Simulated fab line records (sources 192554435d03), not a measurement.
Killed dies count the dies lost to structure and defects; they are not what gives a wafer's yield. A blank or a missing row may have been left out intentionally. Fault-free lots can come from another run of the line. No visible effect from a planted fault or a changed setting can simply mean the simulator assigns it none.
Which tool was responsible? :: flow n5_finfet :: Sampling: 10 lots, 30 wafers, 5 of 1938 route steps

WHAT THE GAUGES READ, wafer by wafer
N5_BEOL_M4_RC_MEAS_101. Usual: DIBL_N 36.3 mV/V, standard deviation 1.6; DIBL_P 36.5 mV/V, standard deviation 1.6; IOFF_N 0.163 nA/um, standard deviation 0.026; IOFF_P 0.22 nA/um, standard deviation 0.033; ION_N 676 uA/um, standard deviation 9.9; ION_P 464 uA/um, standard deviation 6.5; SS_N 71.5 mV/dec, standard deviation 0.5; SS_P 73.3 mV/dec, standard deviation 0.64; VT_N 249.3 mV, standard deviation 2.9; VT_P -250 mV, standard deviation 3.2.
lot: L947
measured: day 9 01:08
on: prober-01
DIBL_N (mV/V): 37.5 38.1 38.2
DIBL_P (mV/V): 36.8 38.0 38.0
IOFF_N (nA/um): 0.167 0.175 0.187
IOFF_P (nA/um): 0.23 0.25 0.26
ION_N (uA/um): 666 671 680
ION_P (uA/um): 457 462 468
SS_N (mV/dec): 71.6 71.3 72.5
SS_P (mV/dec): 74.2 73.7 74.3
VT_N (mV): 248.8 248.0 248.9
VT_P (mV): -249 -244 -246
flag: 

lot: L951
measured: day 9 16:22
on: prober-02
DIBL_N (mV/V): 36.9 37.0 35.6
DIBL_P (mV/V): 37.9 38.1 36.5
IOFF_N (nA/um): 0.179 0.182 0.160
IOFF_P (nA/um): 0.22 0.22 0.20
ION_N (uA/um): 673 688 697
ION_P (uA/um): 463 466 464
SS_N (mV/dec): 71.6 71.7 70.8
SS_P (mV/dec): 74.8 73.9 74.3
VT_N (mV): 245.1 246.4 248.8
VT_P (mV): -251 -250 -253
flag: 

lot: L952
measured: day 9 23:01
on: prober-01
DIBL_N (mV/V): 35.5 38.1 35.7
DIBL_P (mV/V): 36.1 38.4 36.6
IOFF_N (nA/um): 0.146 0.192 0.154
IOFF_P (nA/um): 0.20 0.24 0.21
ION_N (uA/um): 666 687 680
ION_P (uA/um): 453 462 468
SS_N (mV/dec): 71.3 71.6 70.6
SS_P (mV/dec): 73.2 73.6 73.5
VT_N (mV): 252.9 246.5 246.8
VT_P (mV): -253 -249 -251
flag: 

lot: L953
measured: day 10 08:52
on: prober-01
DIBL_N (mV/V): 39.4 35.7 37.3
DIBL_P (mV/V): 38.9 35.8 36.8
IOFF_N (nA/um): 0.212 0.142 0.167
IOFF_P (nA/um): 0.32 0.25 0.27
ION_N (uA/um): 686 662 666
ION_P (uA/um): 472 470 473
SS_N (mV/dec): 71.8 70.8 72.1
SS_P (mV/dec): 74.2 73.1 73.3
VT_N (mV): 244.7 251.3 248.1
VT_P (mV): -242 -244 -246
flag: 

lot: L961
measured: day 12 02:19
on: prober-02
DIBL_N (mV/V): 33.4 36.1 36.3
DIBL_P (mV/V): 33.8 36.6 36.6
IOFF_N (nA/um): 0.116 0.158 0.153
IOFF_P (nA/um): 0.16 0.20 0.19
ION_N (uA/um): 656 679 669
ION_P (uA/um): 456 457 459
SS_N (mV/dec): 70.8 71.7 71.2
SS_P (mV/dec): 72.8 73.6 73.0
VT_N (mV): 254.8 248.3 251.0
VT_P (mV): -256 -253 -253
flag: 

lot: L964
measured: day 12 18:37
on: prober-01
DIBL_N (mV/V): 37.5 35.4 36.4
DIBL_P (mV/V): 35.8 34.7 35.1
IOFF_N (nA/um): 0.166 0.140 0.143
IOFF_P (nA/um): 0.21 0.20 0.20
ION_N (uA/um): 678 668 668
ION_P (uA/um): 463 462 460
SS_N (mV/dec): 71.2 71.3 71.1
SS_P (mV/dec): 73.0 72.8 72.6
VT_N (mV): 249.6 248.2 247.9
VT_P (mV): -249 -251 -252
flag: 

lot: L965
measured: day 13 19:29
on: prober-01
DIBL_N (mV/V): 33.9 34.3 34.3
DIBL_P (mV/V): 34.1 34.0 33.9
IOFF_N (nA/um): 0.123 0.123 0.128
IOFF_P (nA/um): 0.21 0.20 0.21
ION_N (uA/um): 676 665 663
ION_P (uA/um): 477 459 467
SS_N (mV/dec): 71.4 71.0 71.2
SS_P (mV/dec): 72.4 73.1 72.2
VT_N (mV): 255.8 254.4 256.5
VT_P (mV): -246 -248 -247
flag: 

lot: L966
measured: day 13 16:11
on: prober-01
DIBL_N (mV/V): 38.4 35.0 35.9
DIBL_P (mV/V): 42.3 37.9 38.6
IOFF_N (nA/um): 0.213 0.145 0.164
IOFF_P (nA/um): 0.29 0.21 0.23
ION_N (uA/um): 685 680 682
ION_P (uA/um): 470 470 471
SS_N (mV/dec): 72.8 70.8 71.5
SS_P (mV/dec): 74.2 72.1 72.9
VT_N (mV): 246.6 248.1 250.8
VT_P (mV): -245 -250 -249
flag: 

lot: L967
measured: day 13 21:23
on: prober-01
DIBL_N (mV/V): 35.9 35.8 35.9
DIBL_P (mV/V): 35.8 36.3 36.1
IOFF_N (nA/um): 0.146 0.143 0.152
IOFF_P (nA/um): 0.20 0.20 0.20
ION_N (uA/um): 667 671 675
ION_P (uA/um): 459 467 462
SS_N (mV/dec): 71.0 71.2 71.4
SS_P (mV/dec): 73.1 73.1 72.5
VT_N (mV): 253.6 250.4 251.3
VT_P (mV): -251 -253 -254
flag: 

lot: L969
measured: day 14 08:29
on: prober-01
DIBL_N (mV/V): 36.3 36.5 38.5
DIBL_P (mV/V): 35.8 35.5 39.0
IOFF_N (nA/um): 0.173 0.165 0.217
IOFF_P (nA/um): 0.24 0.23 0.30
ION_N (uA/um): 681 671 696
ION_P (uA/um): 463 462 473
SS_N (mV/dec): 71.5 72.0 72.0
SS_P (mV/dec): 73.2 74.0 74.1
VT_N (mV): 246.1 247.7 243.8
VT_P (mV): -246 -246 -245
flag: 

WHAT TOOL EACH LOT RAN ON (gives the tool, then ch and the chambers of the sampled wafers, and finally the start)
lot: L947
N5_HKMG_FIN_STRIP_88: plasma_asher-01 ch 0,1, day 4 08:16
N5_GATE_CUT_ETCH_56: rie_metal-02 ch 1, day 4 11:29
N5_GATE_CUT_VAPOR_ETCH_48: rie_metal-03 ch 0, day 4 16:20
N5_GATE_CUT_STRIP_29: wet_bench-06 ch 3,4,7, day 4 16:37

lot: L951
N5_HKMG_FIN_STRIP_88: plasma_asher-01 ch 0,1, day 5 08:26
N5_GATE_CUT_ETCH_56: rie_metal-01 ch 1, day 5 11:32
N5_GATE_CUT_VAPOR_ETCH_48: rie_metal-03 ch 0,1, day 5 15:47
N5_GATE_CUT_STRIP_29: wet_bench-06 ch 1,2,5, day 5 15:59

lot: L952
N5_HKMG_FIN_STRIP_88: plasma_asher-02 ch 0,1, day 5 17:11
N5_GATE_CUT_ETCH_56: rie_metal-01 ch 1, day 5 20:28
N5_GATE_CUT_VAPOR_ETCH_48: rie_metal-01 ch 1, day 6 00:55
N5_GATE_CUT_STRIP_29: wet_bench-03 ch 0,1,2, day 6 01:12

lot: L953
N5_HKMG_FIN_STRIP_88: plasma_asher-01 ch 0,1, day 6 00:12
N5_GATE_CUT_ETCH_56: rie_metal-03 ch 0, day 6 03:29
N5_GATE_CUT_VAPOR_ETCH_48: rie_metal-01 ch 1, day 6 07:55
N5_GATE_CUT_STRIP_29: wet_bench-03 ch 0,1,5, day 6 08:13

lot: L961
N5_HKMG_FIN_STRIP_88: plasma_asher-01 ch 0,1, day 8 00:34
N5_GATE_CUT_ETCH_56: rie_metal-01 ch 0,1, day 8 03:50
N5_GATE_CUT_VAPOR_ETCH_48: rie_metal-03 ch 0,1, day 8 08:05
N5_GATE_CUT_STRIP_29: wet_bench-01 ch 1,2,3, day 8 08:16

lot: L964
N5_HKMG_FIN_STRIP_88: plasma_asher-01 ch 0,1, day 8 16:46
N5_GATE_CUT_ETCH_56: rie_metal-03 ch 0,1, day 8 19:46
N5_GATE_CUT_VAPOR_ETCH_48: rie_metal-01 ch 0,1, day 9 00:56
N5_GATE_CUT_STRIP_29: wet_bench-06 ch 0,1,5, day 9 01:08

lot: L965
N5_HKMG_FIN_STRIP_88: plasma_asher-02 ch 0,1, day 9 01:16
N5_GATE_CUT_ETCH_56: rie_metal-01 ch 0,1, day 9 04:17
N5_GATE_CUT_VAPOR_ETCH_48: rie_metal-01 ch 0,1, day 9 08:31
N5_GATE_CUT_STRIP_29: wet_bench-03 ch 0,1,4, day 9 08:42

lot: L966
N5_HKMG_FIN_STRIP_88: plasma_asher-01 ch 0, day 9 04:05
N5_GATE_CUT_ETCH_56: rie_metal-01 ch 0,1, day 9 07:07
N5_GATE_CUT_VAPOR_ETCH_48: rie_metal-01 ch 0,1, day 9 11:14
N5_GATE_CUT_STRIP_29: wet_bench-06 ch 2,5,6, day 9 11:26

lot: L967
N5_HKMG_FIN_STRIP_88: plasma_asher-02 ch 0,1, day 9 10:56
N5_GATE_CUT_ETCH_56: rie_metal-03 ch 0,1, day 9 13:55
N5_GATE_CUT_VAPOR_ETCH_48: rie_metal-03 ch 0, day 9 18:02
N5_GATE_CUT_STRIP_29: wet_bench-03 ch 1,6,7, day 9 18:14

lot: L969
N5_HKMG_FIN_STRIP_88: plasma_asher-02 ch 0,1, day 9 23:52
N5_GATE_CUT_ETCH_56: rie_metal-01 ch 0,1, day 10 02:50
N5_GATE_CUT_VAPOR_ETCH_48: rie_metal-01 ch 0,1, day 10 07:05
N5_GATE_CUT_STRIP_29: wet_bench-01 ch 2,6,7, day 10 07:17
- N5_HKMG_FIN_STRIP_88: strips in N2/H2, time 360 s.
- N5_GATE_CUT_ETCH_56: etches TiN in Cl2/Ar, target depth 21.6 nm.
- N5_GATE_CUT_VAPOR_ETCH_48: etches TiN in BCl3/Cl2.
- N5_GATE_CUT_STRIP_29: strips in post etch residue remover, time 60 s.

AS READ BY THE TOOLS THEMSELVES (means over the sampled wafers that have a number; for cases with no such wafer, the mark the record gives instead)
N5_HKMG_FIN_STRIP_88. Usual: drypump_motor_current_A 5.4 A, standard deviation 0.47; h2_flow_sccm 3252 sccm, standard deviation 8.7; heater_power_w 469 W, standard deviation 32.
lot: L947
tool: plasma_asher-01
drypump_motor_current_A (A): 5.6
h2_flow_sccm (sccm): 3245
heater_power_w (W): 484
flag: 

lot: L951
tool: plasma_asher-01
drypump_motor_current_A (A): 5.7
h2_flow_sccm (sccm): 3250
heater_power_w (W): 480
flag: 

lot: L952
tool: plasma_asher-02
drypump_motor_current_A (A): 5.2
h2_flow_sccm (sccm): 3245
heater_power_w (W): 464
flag: 

lot: L953
tool: plasma_asher-01
drypump_motor_current_A (A): 5.6
h2_flow_sccm (sccm): 3250
heater_power_w (W): 486
flag: 

lot: L961
tool: plasma_asher-01
drypump_motor_current_A (A): 5.6
h2_flow_sccm (sccm): 3244
heater_power_w (W): 488
flag: 

lot: L964
tool: plasma_asher-01
drypump_motor_current_A (A): 5.6
h2_flow_sccm (sccm): 3253
heater_power_w (W): 488
flag: 

lot: L965
tool: plasma_asher-02
drypump_motor_current_A (A): 5.5
h2_flow_sccm (sccm): 3251
heater_power_w (W): 442
flag: 

lot: L966
tool: plasma_asher-01
drypump_motor_current_A (A): 4.9
h2_flow_sccm (sccm): 3259
heater_power_w (W): 459
flag: 

lot: L967
tool: plasma_asher-02
drypump_motor_current_A (A): 5.2
h2_flow_sccm (sccm): 3257
heater_power_w (W): 461
flag: 

lot: L969
tool: plasma_asher-02
drypump_motor_current_A (A): 5.2
h2_flow_sccm (sccm): 3251
heater_power_w (W): 467
flag: 

N5_GATE_CUT_ETCH_56. Usual: drypump_motor_current_A 5.7 A, standard deviation 0.34; oes_product_au 0.76 a.u., standard deviation 0.12; throttle_valve_pct 20.91 %, standard deviation 0.18.
lot: L947
tool: rie_metal-02
drypump_motor_current_A (A): 5.7
oes_product_au (a.u.): 0.59
throttle_valve_pct (%): 21.16
flag: 

lot: L951
tool: rie_metal-01
drypump_motor_current_A (A): 6.2
oes_product_au (a.u.): 0.65
throttle_valve_pct (%): 20.79
flag: 

lot: L952
tool: rie_metal-01
drypump_motor_current_A (A): 6.2
oes_product_au (a.u.): 0.65
throttle_valve_pct (%): 20.78
flag: 

lot: L953
tool: rie_metal-03
drypump_motor_current_A (A): 5.5
oes_product_au (a.u.): 0.77
throttle_valve_pct (%): 21.03
flag: 

lot: L961
tool: rie_metal-01
drypump_motor_current_A (A): 6.2
oes_product_au (a.u.): 0.73
throttle_valve_pct (%): 20.74
flag: 

lot: L964
tool: rie_metal-03
drypump_motor_current_A (A): 5.6
oes_product_au (a.u.): 0.85
throttle_valve_pct (%): 20.84
flag: 

lot: L965
tool: rie_metal-01
drypump_motor_current_A (A): 6.2
oes_product_au (a.u.): 0.83
throttle_valve_pct (%): 20.70
flag: 

lot: L966
tool: rie_metal-01
drypump_motor_current_A (A): 6.2
oes_product_au (a.u.): 0.72
throttle_valve_pct (%): 20.76
flag: 

lot: L967
tool: rie_metal-03
drypump_motor_current_A (A): 5.6
oes_product_au (a.u.): 0.83
throttle_valve_pct (%): 20.85
flag: 

lot: L969
tool: rie_metal-01
drypump_motor_current_A (A): 6.1
oes_product_au (a.u.): 0.81
throttle_valve_pct (%): 20.70
flag: 

N5_GATE_CUT_VAPOR_ETCH_48. Usual: drypump_motor_current_A 5.8 A, standard deviation 0.35; oes_product_au 0.80 a.u., standard deviation 0.12.
lot: L947
tool: rie_metal-03
drypump_motor_current_A (A): 5.5
oes_product_au (a.u.): 0.77
flag: 

lot: L951
tool: rie_metal-03
drypump_motor_current_A (A): 5.6
oes_product_au (a.u.): 0.88
flag: 

lot: L952
tool: rie_metal-01
drypump_motor_current_A (A): 6.2
oes_product_au (a.u.): 0.65
flag: 

lot: L953
tool: rie_metal-01
drypump_motor_current_A (A): 6.2
oes_product_au (a.u.): 0.64
flag: 

lot: L961
tool: rie_metal-03
drypump_motor_current_A (A): 5.5
oes_product_au (a.u.): 0.81
flag: 

lot: L964
tool: rie_metal-01
drypump_motor_current_A (A): 6.2
oes_product_au (a.u.): 0.73
flag: 

lot: L965
tool: rie_metal-01
drypump_motor_current_A (A): 6.1
oes_product_au (a.u.): 0.81
flag: 

lot: L966
tool: rie_metal-01
drypump_motor_current_A (A): 6.2
oes_product_au (a.u.): 0.73
flag: 

lot: L967
tool: rie_metal-03
drypump_motor_current_A (A): 5.5
oes_product_au (a.u.): 0.75
flag: 

lot: L969
tool: rie_metal-01
drypump_motor_current_A (A): 6.2
oes_product_au (a.u.): 0.72
flag: 

N5_GATE_CUT_STRIP_29. Usual: run_length_s 67.2 s, standard deviation 1.9; temp_c 25.00 C, standard deviation 0.11.
lot: L947
tool: wet_bench-06
run_length_s (s): 66.1
temp_c (C): 24.97
flag: 

lot: L951
tool: wet_bench-06
run_length_s (s): -
temp_c (C): -
flag: OFF

lot: L952
tool: wet_bench-03
run_length_s (s): -
temp_c (C): -
flag: OFF

lot: L953
tool: wet_bench-03
run_length_s (s): -
temp_c (C): -
flag: OFF

lot: L961
tool: wet_bench-01
run_length_s (s): 67.3
temp_c (C): 24.94
flag: 

lot: L964
tool: wet_bench-06
run_length_s (s): 65.4
temp_c (C): 24.93
flag: 

lot: L965
tool: wet_bench-03
run_length_s (s): 67.5
temp_c (C): 25.01
flag: 

lot: L966
tool: wet_bench-06
run_length_s (s): 66.6
temp_c (C): 24.96
flag: 

lot: L967
tool: wet_bench-03
run_length_s (s): 66.6
temp_c (C): 25.05
flag: 

lot: L969
tool: wet_bench-01
run_length_s (s): 66.9
temp_c (C): 25.11
flag: 

THE ANSWER, worked out from the rows above alone
Rule: a lot counts as off when the mean over its wafers that have a number is more than 3 standard deviations away from the usual mean. Also off: a lot with no number at a reading for which 4 or more lots have one. Where the step has rows for the other lots, those lots are counted as sound. Order of review: gauges by route order, followed by the tools' own readings, for which a lot's mean as printed above is used. The first step at which some lot is off is used, and at that step the reading that is off furthest; a lot without a number counts as furthest.
Off, at N5_GATE_CUT_STRIP_29 on run_length_s: L951, L952, L953. Without a number there: L951, L952, L953.
A tool fits if, at that step or a process step before it, it ran every lot that is off, and no sound lot after the first of them. None of those tried fits.

WHAT THE SIMULATOR HAD INSERTED
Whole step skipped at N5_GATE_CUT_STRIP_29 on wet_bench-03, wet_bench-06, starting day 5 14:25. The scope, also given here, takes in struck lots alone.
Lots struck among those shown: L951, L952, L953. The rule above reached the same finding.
